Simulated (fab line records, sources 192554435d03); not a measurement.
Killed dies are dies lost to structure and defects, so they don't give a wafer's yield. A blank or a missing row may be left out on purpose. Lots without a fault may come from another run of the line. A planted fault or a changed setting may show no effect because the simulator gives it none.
A struck lot beside a sound one | flow n5_finfet | 16 steps out of a route of 1938
Sound: wafers L150.1, L150.5, L150.6. Struck: wafers L142.3, L142.5, L142.6. The cause comes at the end.
At each step with rows: each side's tool, then ch and its chambers, then its first start. Under that, the readings that differ: sound wafers | struck wafers | difference of the means | sigmas: that difference in standard deviations of wafers without a fault.
alike: readings whose means differ by less than 2 such deviations, and words and numbers that are the same on both sides. not compared: withheld readings, readings that some wafer has no value for, bounds like >300 that may hide the same value, and numbers for which the record gives no deviation and whose values overlap.
The two part at a step that has a row with sigmas, a row that says differs or no value, or rows on one side only. Numbers that don't overlap but have no deviation are shown without sigmas and don't part them. A reading that every wafer of one side lacks parts them only if that side has two wafers or more.

first, 2 steps without rows for these wafers: N5_BEOL_M5_PEB_09 (peb time 60 s); N5_BEOL_M5_DEVELOP_10 (develop time 30 s).
N5_BEOL_M5_CD_MEAS_11: target cd 27.74 nm.
  sound on cd_sem-02 ch 0, day 13 02:34; struck on cd_sem-03 ch 0, day 10 23:38
  alike: cd_nm
N5_BEOL_M5_OVL_MEAS_12:
  sound on overlay-02 ch 0, day 13 02:35; struck on overlay-01 ch 0, day 10 23:41
  reading     | sound          | struck      | difference | sigmas
  M5_OVL (nm) | -0.9 -0.9 -0.9 | 0.5 0.6 0.3 | +1.4       | +2
N5_BEOL_M5_INSPECT_13: inspects for defects (brightfield).
  sound on defect_inspect-01, day 13 02:39; struck on defect_inspect-01, day 10 23:44
  reading          | sound       | struck      | difference | sigmas
  raw_defect_count | 310 346 343 | 538 479 596 | +205       | +2
N5_BEOL_M5_DESCUM_16: chemistry O2, time 7 s.
  sound on rie_diel-01 ch 1,2, day 13 02:41; struck on rie_diel-01 ch 2,3, day 10 23:46
  alike: chamber_pressure_mTorr, drypump_motor_current_A, oes_product_au, rf_vpp_V, showerhead_plenum_p_Torr, throttle_valve_pct
  not compared: rf_hours_counter_h
then, 1 step without rows for these wafers: N5_BEOL_M5_ETCH_72 (etches underlayer in N2/H2, target depth 6.5 nm, time 5.2 s).
N5_BEOL_M5_ETCH_61: etches SiARC in CF4, target depth 15.6 nm, time 26 s.
  sound on rie_diel-01 ch 1,2, day 13 02:44; struck on rie_diel-01 ch 2,3, day 10 23:49
  alike: cf4_flow_sccm, chamber_pressure_mTorr, drypump_motor_current_A, etch_rf_on_time_s, oes_product_au, rf_vpp_V, showerhead_plenum_p_Torr, throttle_valve_pct
  not compared: rf_hours_counter_h
N5_BEOL_M5_ETCH_62: etches SOC in N2/H2, target depth 75 nm, overetch 15 nm, time 112.5 s.
  sound on rie_diel-01 ch 1,2, day 13 02:46; struck on rie_diel-01 ch 2,3, day 10 23:50
  alike: chamber_pressure_mTorr, drypump_motor_current_A, h2_flow_sccm, oes_product_au, rf_vpp_V, showerhead_plenum_p_Torr, throttle_valve_pct
  not compared: rf_hours_counter_h
then, 2 steps without rows for these wafers: N5_BEOL_M5_STRIP_63 (strips in N2/H2); N5_BEOL_M5_STRIP_73 (strips in N2/H2).
N5_BEOL_M5_STRIP_64: strips in CF4.
  sound on rie_diel-01 ch 1,2, day 13 02:53; struck on rie_diel-01 ch 2,3, day 10 23:58
  alike: cf4_flow_sccm, chamber_pressure_mTorr, drypump_motor_current_A, oes_product_au, power_w, rf_vpp_V, showerhead_plenum_p_Torr, throttle_valve_pct
  not compared: rf_hours_counter_h
N5_BEOL_M5_HM_OPEN_17: chemistry Cl2/BCl3, target TiN, target depth 20 nm, overetch 6 nm.
  sound on rie_metal-03 ch 0,1, day 13 02:56; struck on rie_metal-02 ch 0,1, day 11 00:02
  no value came back on the struck wafers for any of 6 readings (bcl3_flow_sccm (sccm), bias_w (W) and others); on the sound wafers bcl3_flow_sccm (sccm) reads 21.78 21.70 21.73
  reading                                  | sound          | struck     | difference | sigmas
  model.SOC_of_BEOL_M5_COAT_59.thk_nm (nm) | 52.4 52.4 52.6 | 60.2 60 60 | +7.6       |
  not compared: rf_hours_counter_h
N5_BEOL_M5_STRIP_19: strips in O2.
  sound on rie_diel-05 ch 0,1,2, day 13 03:02; struck on rie_diel-01 ch 0,1,3, day 11 00:12
  alike: chamber_pressure_mTorr, drypump_motor_current_A, oes_product_au, rf_vpp_V, showerhead_plenum_p_Torr, throttle_valve_pct
  not compared: rf_hours_counter_h
N5_BEOL_M5_CD_MEAS_18: pitch 56 nm, target cd 28 nm.
  sound on cd_sem-02, day 13 03:07; struck on cd_sem-01, day 11 00:17
  reading    | sound             | struck | difference                    | sigmas
  cd_nm (nm) | 27.80 27.39 27.59 | - - -  | no value on the struck wafers |
then, 1 step without rows for these wafers: N5_BEOL_M5_COAT_65 (time 60 s, resist thk 60 nm).

WHERE THEY PART
First at N5_BEOL_M5_OVL_MEAS_12; last, within this record, at N5_BEOL_M5_CD_MEAS_18.

WHY: what the simulator had put in
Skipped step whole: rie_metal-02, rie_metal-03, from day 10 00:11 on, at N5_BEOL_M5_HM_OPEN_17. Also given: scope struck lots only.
